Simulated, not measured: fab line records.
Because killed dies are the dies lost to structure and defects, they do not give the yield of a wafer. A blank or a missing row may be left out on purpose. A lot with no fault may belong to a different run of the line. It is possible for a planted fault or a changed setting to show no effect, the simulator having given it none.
fab line records + flow nandHarc
record
- lots=5
- wafers=15
- lastDay=33
route steps=1302 shown P_M0@256 END@1302
lots untouched by any fault: they come from a run of this same line in which no faults occurred
startH: hours from the record's first day to the start of the lot's first wafer shown + waitH: hours since the lot's step before + " same as the row above + L1.1+2: several wafers, shown together as one row + - no value, or no start given + * or withheld: withheld + < > ~ a bound
route shown NAME@n: a module of which the file shows steps, and the number in the route of the first + usual: average and standard deviation across the fault-free wafers + same: alike in all rows + chamber/n: place in a boat + sites: readings site by site + _std_site: the values' standard deviation + _edge_site: the outer-site mean with the inner-site mean subtracted + radiusMm: for every site, how far away it sits from the centre of the wafer + mask NAME#n: copy n + behind: the last tool/chamber to shape the wafer + hold: what put the lot on hold/how long, in hours/how the hold closed + device: the n, p or np transistor that did not switch + end of line: at the end of the route, the tests of the same wafers + a step without rows: its recipe alone + killed: at the first sort, the dies lost to defects and structure; wafer yield is something else + map: per-die view of a wafer (x killed, . not killed, _ where there is no die)
set.NAME: setting as actually run; set.NAME@STEP: the setting as run at that earlier step + model.NAME: the simulator's own value behind a step, which no gauge read
lots seen at some steps along the route; tables by step, rows by wafer
services: when a tool's chamber went out of use (startH, in hours from the record's first day, below 0 if earlier), for how many hours, and the reason
## steps
# step NHARC_P_M0_COAT_33
# recipe
- tempC=200
- timeS=65
# step NHARC_P_M0_COAT_03
# recipe
- spinRpm=1500
- resistThkNm=90
# step NHARC_P_M0_SOFTBAKE_04
# recipe
- tempC=105
- timeS=55
# step NHARC_P_M0_EBR_05
# step NHARC_P_M0_EXPOSE_06
# recipe
- na=1.35
- targetCdNm=90
- doseMj=81.28
- maskId=P_M0
# step NHARC_P_M0_PEB_07
# recipe
- pebTempC=100
- pebTimeS=65
# step NHARC_P_M0_DEVELOP_08
# recipe
- developTimeS=35
- devTempC=23
# step NHARC_P_M0_CD_MEAS_09
# recipe
- targetCdNm=90
- landingEnergyEv=500
# usual
- cdNm=90.1/0.53
| lot.wafer | tool     | chamber | startH | waitH | cdNm |
|-----------|----------|---------|--------|-------|------|
| L939.3    | cdSem-03 | 0       | 175.85 | -     | 90.1 |
| L939.4    | "        | 0       | "      | "     | 90.6 |
| L939.5    | "        | 0       | "      | "     | 89.5 |
| L940.2    | cdSem-01 | 0       | 186.10 | -     | 90.4 |
| L940.3    | "        | 0       | "      | "     | 90.3 |
| L940.6    | "        | 0       | "      | "     | 90.1 |
| L947.1    | cdSem-02 | 0       | 251.93 | -     | 89.9 |
| L947.5    | "        | 0       | "      | "     | 91.5 |
| L947.6    | "        | 0       | "      | "     | 91.1 |
| L954.1    | cdSem-03 | 0       | 331.91 | -     | 90.2 |
| L954.4    | "        | 0       | "      | "     | 89.6 |
| L954.6    | "        | 0       | "      | "     | 90.5 |
| L956.1    | cdSem-02 | 0       | 345.43 | -     | 90.1 |
| L956.4    | "        | 0       | "      | "     | 89.9 |
| L956.5    | "        | 0       | "      | "     | 90.2 |
# step NHARC_P_M0_OVL_MEAS_10
# recipe
- pitchNm=180
# usual
- overlayXNm=0.2/0.86
- overlayYNm=-0.1/0.75
| lot.wafer | tool       | chamber | startH | waitH | overlayXNm | overlayYNm |
|-----------|------------|---------|--------|-------|------------|------------|
| L939.3    | overlay-02 | -       | 175.94 | -     | -0.9       | -0.1       |
| L939.4    | "          | -       | "      | "     | -0.3       | 0.3        |
| L939.5    | "          | -       | "      | "     | 0.1        | 0.6        |
| L940.2    | overlay-01 | -       | 186.19 | -     | -0.1       | 0.5        |
| L940.3    | "          | -       | "      | "     | 0.8        | 0.4        |
| L940.6    | "          | -       | "      | "     | 0.1        | 0.6        |
| L947.1    | overlay-02 | -       | 252.02 | -     | 0.3        | -0.3       |
| L947.5    | "          | -       | "      | "     | 0.0        | 0.1        |
| L947.6    | "          | -       | "      | "     | 0.9        | 0.5        |
| L954.1    | overlay-01 | -       | 332.00 | -     | 1.6        | 0.5        |
| L954.4    | "          | -       | "      | "     | 1.1        | 0.3        |
| L954.6    | "          | -       | "      | "     | 1.0        | -0.2       |
| L956.1    | overlay-01 | -       | 345.52 | -     | 1.0        | 0.9        |
| L956.4    | "          | -       | "      | "     | 1.1        | 0.7        |
| L956.5    | "          | -       | "      | "     | 1.4        | 0.4        |
# step NHARC_P_M0_INSPECT_11
# usual
- rawDefectCount=4.8/2.6
| lot.wafer | tool             | chamber | startH | waitH | rawDefectCount |
|-----------|------------------|---------|--------|-------|----------------|
| L939.3    | defectInspect-02 | -       | 175.97 | 0.0   | 2              |
| L939.4    | "                | -       | "      | "     | 3              |
| L939.5    | "                | -       | "      | "     | 2              |
| L940.2    | defectInspect-02 | -       | 186.22 | 0.0   | 7              |
| L940.3    | "                | -       | "      | "     | 7              |
| L940.6    | "                | -       | "      | "     | 4              |
| L947.1    | defectInspect-01 | -       | 252.06 | 0.0   | 5              |
| L947.5    | "                | -       | "      | "     | 4              |
| L947.6    | "                | -       | "      | "     | 7              |
| L954.1    | defectInspect-01 | -       | 332.04 | 0.0   | 4              |
| L954.4    | "                | -       | "      | "     | 5              |
| L954.6    | "                | -       | "      | "     | 3              |
| L956.1    | defectInspect-02 | -       | 345.55 | 0.0   | 5              |
| L956.4    | "                | -       | "      | "     | 4              |
| L956.5    | "                | -       | "      | "     | 6              |
# step NHARC_P_M0_DESCUM_14
# recipe
- timeS=3
- o2FlowSccm=200
- arFlowSccm=0
- biasPowerW=0
- chemistry=O2
# usual
- chamberPressureMTorr=60.00/0.051
- drypumpMotorCurrentA=5.9/0.36
- oesProductAu=1.000/0.0059
- rfVppV=57.6/0.93
- showerheadPlenumPTorr=1.88/0.092
- throttleValvePct=11.311/0.01
# same
- timeS=3
| lot.wafer | tool       | chamber | startH | waitH | chamberPressureMTorr | drypumpMotorCurrentA | oesProductAu | rfHoursCounterH | rfVppV | showerheadPlenumPTorr | throttleValvePct |
|-----------|------------|---------|--------|-------|----------------------|----------------------|--------------|-----------------|--------|-----------------------|------------------|
| L939.4    | rieDiel-09 | 3       | 176.03 | 0.1   | 59.99                | 5.7                  | 0.996        | 5               | 57.3   | 1.79                  | 11.313           |
| L939.3    | "          | 1       | "      | "     | 60.05                | 5.6                  | 1.006        | 5               | 57.8   | 2.03                  | 11.306           |
| L939.5    | "          | 3       | "      | "     | 60.11                | 5.7                  | 0.994        | -               | 56.1   | 1.78                  | 11.312           |
| L940.3    | rieDiel-07 | 0       | 186.28 | 0.1   | 59.94                | 5.4                  | 1.003        | 20              | 56.7   | 1.79                  | 11.314           |
| L940.2    | "          | 1       | "      | "     | 60.11                | 5.7                  | 0.996        | 19              | 58.7   | 1.88                  | 11.310           |
| L940.6    | "          | 1       | "      | "     | 60.02                | 5.7                  | 1.002        | -               | 56.8   | 1.88                  | 11.292           |
| L947.1    | rieDiel-09 | 1       | 252.12 | 0.1   | 60.03                | 5.6                  | 1.005        | 19              | 59.1   | 2.03                  | 11.296           |
| L947.6    | "          | 1       | "      | "     | 60.01                | 5.6                  | 0.997        | -               | 58.4   | 2.03                  | 11.306           |
| L947.5    | "          | 2       | "      | "     | 59.98                | 6.3                  | 1.006        | -               | 56.9   | 1.95                  | 11.297           |
| L954.4    | rieDiel-07 | 3       | 332.12 | 0.1   | 59.89                | 5.5                  | 1.003        | 8               | 59.2   | 1.92                  | 11.306           |
| L954.1    | "          | 0       | "      | "     | 59.94                | 5.5                  | 1.001        | 8               | 56.2   | 1.78                  | 11.312           |
| L954.6    | "          | 1       | "      | "     | 59.99                | 5.7                  | 1.002        | -               | 56.3   | 1.87                  | 11.312           |
| L956.4    | rieDiel-07 | 0       | 345.61 | 0.1   | 60.00                | 5.5                  | 0.993        | 11              | 57.5   | 1.77                  | 11.325           |
| L956.1    | "          | 1       | "      | "     | 60.01                | 5.7                  | 1.002        | 11              | 57.7   | 1.87                  | 11.305           |
| L956.5    | "          | 1       | "      | "     | 59.90                | 5.7                  | 0.998        | -               | 58.0   | 1.87                  | 11.320           |
# step NHARC_P_M0_ETCH_34
# recipe
- targetDepthA=400
- overetchA=120
- timeS=43.94
- ionEnergyEv=200
- n2FlowSccm=150
- h2FlowSccm=150
- arFlowSccm=0
- rfW=400
- biasW=150
- chemistry=N2/H2
# usual
- chamberPressureMTorr=30.004/0.026
- drypumpMotorCurrentA=5.9/0.37
- oesProductAu=0.998/0.0067
- rfVppV=429.5/2.9
- runLengthS=65.0/0.31
- showerheadPlenumPTorr=2.00/0.1
- throttleValvePct=14.171/0.0092
# same
- timeS=43.94
| lot.wafer | tool       | chamber | startH | waitH | chamberPressureMTorr | drypumpMotorCurrentA | oesProductAu | rfHoursCounterH | rfVppV | runLengthS | showerheadPlenumPTorr | throttleValvePct |
|-----------|------------|---------|--------|-------|----------------------|----------------------|--------------|-----------------|--------|------------|-----------------------|------------------|
| L939.3    | rieDiel-09 | 2       | 176.13 | 0.1   | 30.012               | 6.4                  | 1.004        | 4               | 431.4  | 65.1       | 2.09                  | 14.181           |
| L939.4    | "          | 3       | "      | "     | 30.035               | 5.7                  | 1.011        | 5               | 426.8  | 65.3       | 1.90                  | 14.170           |
| L939.5    | "          | 1       | "      | "     | 30.040               | 5.7                  | 0.996        | -               | 433.3  | 65.2       | 2.17                  | 14.171           |
| L940.3    | rieDiel-07 | 2       | 186.65 | 0.4   | 30.045               | 5.4                  | 0.996        | 20              | 428.4  | 65.8       | 1.96                  | 14.170           |
| L940.2    | "          | 1       | "      | "     | 30.014               | 5.7                  | 0.997        | 19              | 429.7  | 65.6       | 2.00                  | 14.182           |
| L940.6    | "          | 2       | "      | "     | 30.040               | 5.4                  | 1.007        | -               | 428.3  | 66.0       | 1.96                  | 14.190           |
| L947.1    | rieDiel-09 | 0       | 252.21 | 0.1   | 30.039               | 6.4                  | 0.996        | 19              | 426.8  | 64.6       | 1.94                  | 14.170           |
| L947.6    | "          | 3       | "      | "     | 30.010               | 5.7                  | 1.002        | -               | 424.5  | 65.5       | 1.89                  | 14.180           |
| L947.5    | "          | 0       | "      | "     | 29.997               | 6.4                  | 0.992        | -               | 428.1  | 64.5       | 1.94                  | 14.175           |
| L954.4    | rieDiel-07 | 2       | 332.19 | 0.1   | 30.005               | 5.4                  | 0.999        | 7               | 427.4  | 65.7       | 1.94                  | 14.172           |
| L954.1    | "          | 3       | "      | "     | 29.959               | 5.4                  | 0.990        | 8               | 431.9  | 65.1       | 2.04                  | 14.164           |
| L954.6    | "          | 3       | "      | "     | 29.970               | 5.5                  | 0.999        | -               | 430.3  | 65.3       | 2.04                  | 14.167           |
| L956.4    | rieDiel-07 | 1       | 345.70 | 0.1   | 30.008               | 5.7                  | 1.001        | 11              | 427.5  | 65.8       | 1.99                  | 14.179           |
| L956.1    | "          | 3       | "      | "     | 30.005               | 5.5                  | 1.008        | 12              | 431.4  | 65.0       | 2.04                  | 14.183           |
| L956.5    | "          | 1       | "      | "     | 29.996               | 5.7                  | 1.006        | -               | 428.4  | 65.4       | 1.99                  | 14.162           |
# step NHARC_P_M0_ETCH_15
# recipe
- targetDepthA=1500
- overetchA=150
- timeS=82.5
- c4f8FlowSccm=withheld
- arFlowSccm=400
- rfW=600
- biasW=300
- chemistry=C4F8/Ar
# usual
- chamberPressureMTorr=25.000/0.021
- oesProductAu=0.965/0.012
- rfVppV=440/3.1
- runLengthS=103.6/0.31
| lot.wafer | tool       | chamber | startH | waitH | chamberPressureMTorr | oesProductAu | rfHoursCounterH | rfVppV | runLengthS |
|-----------|------------|---------|--------|-------|----------------------|--------------|-----------------|--------|------------|
| L939.3    | rieDiel-09 | 1       | 176.22 | -     | 24.949               | 0.977        | 5               | 444    | 103.5      |
| L939.4    | "          | 2       | "      | "     | 25.007               | 0.976        | 4               | 443    | 103.5      |
| L939.5    | "          | 0       | "      | "     | 24.996               | 0.968        | -               | 439    | 103.1      |
| L940.2    | rieDiel-07 | 1       | 186.74 | -     | 24.996               | 0.954        | 19              | 438    | 104.3      |
| L940.3    | "          | 0       | "      | "     | 25.002               | 0.941        | 20              | 437    | 103.4      |
| L940.6    | "          | 1       | "      | "     | 25.017               | 0.955        | -               | 440    | 104.1      |
| L947.1    | rieDiel-09 | 3       | 252.47 | -     | 24.999               | 0.922        | 20              | 436    | 103.4      |
| L947.6    | "          | 3       | "      | "     | 24.996               | 0.931        | -               | 437    | 103.4      |
| L947.5    | "          | 0       | "      | "     | 25.019               | 0.933        | -               | 436    | 91.9       |
| L954.1    | rieDiel-07 | 0       | 332.29 | -     | 24.989               | 0.974        | 8               | 436    | 103.7      |
| L954.4    | "          | 1       | "      | "     | 25.013               | 0.962        | 7               | 438    | 104.7      |
| L954.6    | "          | 2       | "      | "     | 25.020               | 0.968        | -               | 439    | 104.3      |
| L956.1    | rieDiel-07 | 0       | 345.79 | -     | 25.021               | 0.968        | 11              | 436    | 103.4      |
| L956.4    | "          | 2       | "      | "     | 25.016               | 0.977        | 11              | 438    | 104.0      |
| L956.5    | "          | 3       | "      | "     | 24.984               | 0.984        | -               | 442    | 103.9      |
# step NHARC_P_M0_CD_MEAS_16
# usual
- cdNm=90.0/0.6
| lot.wafer | tool     | chamber | startH | waitH | cdNm |
|-----------|----------|---------|--------|-------|------|
| L939.3    | cdSem-01 | -       | 176.34 | -     | 90.2 |
| L939.4    | "        | -       | "      | "     | 90.1 |
| L939.5    | "        | -       | "      | "     | 89.5 |
| L940.2    | cdSem-03 | -       | 186.87 | -     | 90.2 |
| L940.3    | "        | -       | "      | "     | 90.5 |
| L940.6    | "        | -       | "      | "     | 90.2 |
| L947.1    | cdSem-03 | -       | 252.59 | -     | 89.9 |
| L947.5    | "        | -       | "      | "     | 90.4 |
| L947.6    | "        | -       | "      | "     | 90.8 |
| L954.1    | cdSem-03 | -       | 332.40 | -     | 90.0 |
| L954.4    | "        | -       | "      | "     | 88.8 |
| L954.6    | "        | -       | "      | "     | 89.6 |
| L956.1    | cdSem-03 | -       | 345.91 | -     | 90.1 |
| L956.4    | "        | -       | "      | "     | 89.7 |
| L956.5    | "        | -       | "      | "     | 89.8 |
# step NHARC_END_SORT_01
# recipe
- tempC=25
# usual
- defectLimitedYield=92/3
- killedAtArray=52/20
- killedAtOther=1.0/1.3
- killedAtPeriphery=3.7/2.2
- killedDies=57/20
- killedOpen=3.2/1.6
- killedShort=2.4/1.6
- sort_bin_2_pct=2.9/1.4
- sort_bin_3_pct=0.6/0.41
- sort_bin_4_pct=4.8/1.5
- sortNPass=620/20
- sortRimYieldPct=93/3.5
- sortYieldPct=92/3
# same
- grossDies=677
- sort_bin_5_pct[%]=0
- sort_bin_6_pct[%]=0
- sort_bin_7_pct[%]=0
- sort_bin_8_pct[%]=0
- sortRimNGross=106.00
| lot.wafer | tool      | chamber | startH | waitH | defectLimitedYield[%] | killedAtArray | killedAtOther | killedAtPeriphery | killedDies | killedOpen | killedShort | sort_bin_2_pct[%] | sort_bin_3_pct[%] | sort_bin_4_pct[%] | sortNPass | sortRimYieldPct[%] | sortYieldPct[%] |
|-----------|-----------|---------|--------|-------|-----------------------|---------------|---------------|-------------------|------------|------------|-------------|-------------------|-------------------|-------------------|-----------|--------------------|-----------------|
| L947.5    | prober-01 | 0       | 704.89 | 3.7   | 0                     | 42            | 0             | 635               | 677        | 8          | 0           | 95.4              | 0.6               | 4.0               | 0         | 0                  | 0               |
| L954.1    | prober-01 | 0       | 777.58 | 2.5   | 91                    | 56            | 3             | 1                 | 60         | 2          | 2           | 2.4               | 0.4               | 6.1               | 617       | 98                 | 91              |
| L954.4    | prober-01 | 0       | 779.95 | 3.4   | 90                    | 63            | 0             | 4                 | 67         | 5          | 4           | 2.8               | 1.0               | 6.1               | 610       | 98                 | 90              |
| L954.6    | prober-01 | 0       | 781.53 | 3.9   | 92                    | 52            | 3             | 1                 | 56         | 3          | 3           | 3.5               | 0.6               | 4.1               | 621       | 96                 | 92              |
# killed by level:class
L947.5 P_M0:areaEtch=632 A_CHANNEL_HOLE_D1:chamberFilmFlake=26 A_DECK1_JOINT:geometricParticle:open=2 A_STAIRCASE:chamberFilmFlake=2 A_SLIT:chamberFilmFlake=2 P_M0:geometricParticle:open=1 A_CHANNEL_HOLE_D1:geometricParticle:open=1 A_STAIRCASE:geometricParticle:open=1
L954.1 A_SLIT:chamberFilmFlake=36 A_BLC:chamberFilmFlake=5 A_CONTACT:chamberFilmFlake=3 THIN_TSV:chamberFilmFlake=3 A_BLC:geometricParticle:open=2 A_CHANNEL_FILL_D2:chamberFilmFlake=2 A_STAIRCASE:geometricParticle:short=1 A_WL_FILL:geometricParticle:short=1
L954.4 A_SLIT:chamberFilmFlake=38 P_GATE:chamberFilmFlake=3 A_CHANNEL_HOLE_D1:chamberFilmFlake=3 A_BLC:chamberFilmFlake=3 A_WL_FILL:geometricParticle:short=2 A_CHANNEL_HOLE_D1:unspecified=2 A_CHANNEL_FILL_D1:chamberFilmFlake=2 A_CHANNEL_HOLE_D2:chamberFilmFlake=2
L954.6 A_SLIT:chamberFilmFlake=37 THIN_TSV:chamberFilmFlake=3 A_CHANNEL_HOLE_D1:unspecified=2 A_DECK1_JOINT:chamberFilmFlake=2 A_STAIRCASE:chamberFilmFlake=2 A_CONTACT:chamberFilmFlake=2 P_M0:geometricParticle:open=1 A_CHANNEL_FILL_D1:geometricParticle:short=1
# map L947.5 (x killed, . not)
____________x____________
_________xxxxxxx_________
_______xxxxxxxxxxx_______
______xxxxxxxxxxxxx______
_____xxxxxxxxxxxxxxx_____
____xxxxxxxxxxxxxxxxx____
____xxxxxxxxxxxxxxxxx____
___xxxxxxxxxxxxxxxxxxx___
___xxxxxxxxxxxxxxxxxxx___
__xxxxxxxxxxxxxxxxxxxxx__
__xxxxxxxxxxxxxxxxxxxxx__
_xxxxxxxxxxxxxxxxxxxxxxx_
_xxxxxxxxxxxxxxxxxxxxxxx_
_xxxxxxxxxxxxxxxxxxxxxxx_
_xxxxxxxxxxxxxxxxxxxxxxx_
_xxxxxxxxxxxxxxxxxxxxxxx_
xxxxxxxxxxxxxxxxxxxxxxxxx
xxxxxxxxxxxxxxxxxxxxxxxxx
xxxxxxxxxxxxxxxxxxxxxxxxx
xxxxxxxxxxxxxxxxxxxxxxxxx
xxxxxxxxxxxxxxxxxxxxxxxxx
_xxxxxxxxxxxxxxxxxxxxxxx_
_xxxxxxxxxxxxxxxxxxxxxxx_
_xxxxxxxxxxxxxxxxxxxxxxx_
_xxxxxxxxxxxxxxxxxxxxxxx_
_xxxxxxxxxxxxxxxxxxxxxxx_
__xxxxxxxxxxxxxxxxxxxxx__
__xxxxxxxxxxxxxxxxxxxxx__
___xxxxxxxxxxxxxxxxxxx___
___xxxxxxxxxxxxxxxxxxx___
____xxxxxxxxxxxxxxxxx____
____xxxxxxxxxxxxxxxxx____
_____xxxxxxxxxxxxxxx_____
______xxxxxxxxxxxxx______
_______xxxxxxxxxxx_______
_________xxxxxxx_________
____________x____________
# map L939.4 (x killed, . not)
____________.____________
_________......._________
_______..........._______
______.............______
_____..............._____
____xx.....x.x.......____
____..xx...x.........____
___xxx.....xxxx.......___
___xxx.x..x.xxx...xx..___
__xxxxx...x..x.........__
__xxxx.....x.x......x..__
_x...x.x..xxxxxx..x....x_
_x...x....xxxxx....x...._
_.x....x................_
_..x....x...x..........._
_......x................_
......x..................
..........x..............
..x......................
........x................
..........x..............
_.......x..............._
_......................._
_........x.............._
_......................._
_......................._
__.....................__
__.....................__
___...................___
___...................___
____.................____
____.................____
_____..............._____
______.............______
_______..........._______
_________...x..._________
____________.____________
## services
| tool       | chamber | startH | hours | kind   |
|------------|---------|--------|-------|--------|
| rieDiel-07 | 3       | 173.98 | 3.1   | repair |
| rieDiel-07 | 0       | 175.49 | -     | clean  |
| rieDiel-07 | 1       | 175.49 | -     | clean  |
| rieDiel-07 | 2       | 175.49 | -     | clean  |
| rieDiel-07 | 0       | 199.99 | -     | clean  |
| rieDiel-07 | 1       | 199.99 | -     | clean  |
| rieDiel-07 | 2       | 199.99 | -     | clean  |
| rieDiel-07 | 3       | 199.99 | -     | clean  |
| rieDiel-07 | 0       | 224.49 | -     | clean  |
| rieDiel-07 | 1       | 224.49 | -     | clean  |
| rieDiel-07 | 2       | 224.49 | -     | clean  |
| rieDiel-07 | 3       | 224.49 | -     | clean  |
| rieDiel-09 | 0       | 232.05 | 6.8   | repair |
| rieDiel-07 | 0       | 232.43 | 3.9   | repair |
| rieDiel-07 | 0       | 248.99 | -     | clean  |
| rieDiel-07 | 1       | 248.99 | -     | clean  |
| rieDiel-07 | 2       | 248.99 | -     | clean  |
| rieDiel-07 | 3       | 248.99 | -     | clean  |
| rieDiel-07 | 0       | 273.50 | -     | clean  |
| rieDiel-07 | 1       | 273.50 | -     | clean  |
| rieDiel-07 | 0       | 278.31 | 7.7   | repair |
| rieDiel-09 | 1       | 290.08 | 6.1   | repair |
| rieDiel-07 | -       | 294.29 | 9.0   | pm     |
| rieDiel-09 | -       | 320.42 | 9.0   | pm     |
## key
firstSign
- step=NHARC_P_M0_ETCH_15
- reading=runLengthS
- direction=down
- sigmas=38
- usual=*
- struck=*
effect
- step=NHARC_END_SORT_01
- reading=killedAtPeriphery
- direction=up
- sigmas=99+
- usual=3.7
- struck=635
moreKillsBornAt
- NHARC_P_M0_ETCH_15@rieDiel-09=632
metAt NHARC_P_M0_ETCH_15
struckWafers L947.5
laterRowsLeftOut L947.5
onsetBetween 176.22 252.47
fault
- kind=processParameterDrift
- tool=rieDiel-09
- chamber=-
- onsetH=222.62
- steps=NHARC_P_M0_ETCH_15
- channel=timeS
- offset=*
- shape=step
- endH=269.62
- scope=struckWafersOnly
- actsIn=*
- stated=*
# laterRowsLeftOut: the simulator's readings of these wafers behind a module that went badly wrong aren't trusted and aren't shown, but for the sort
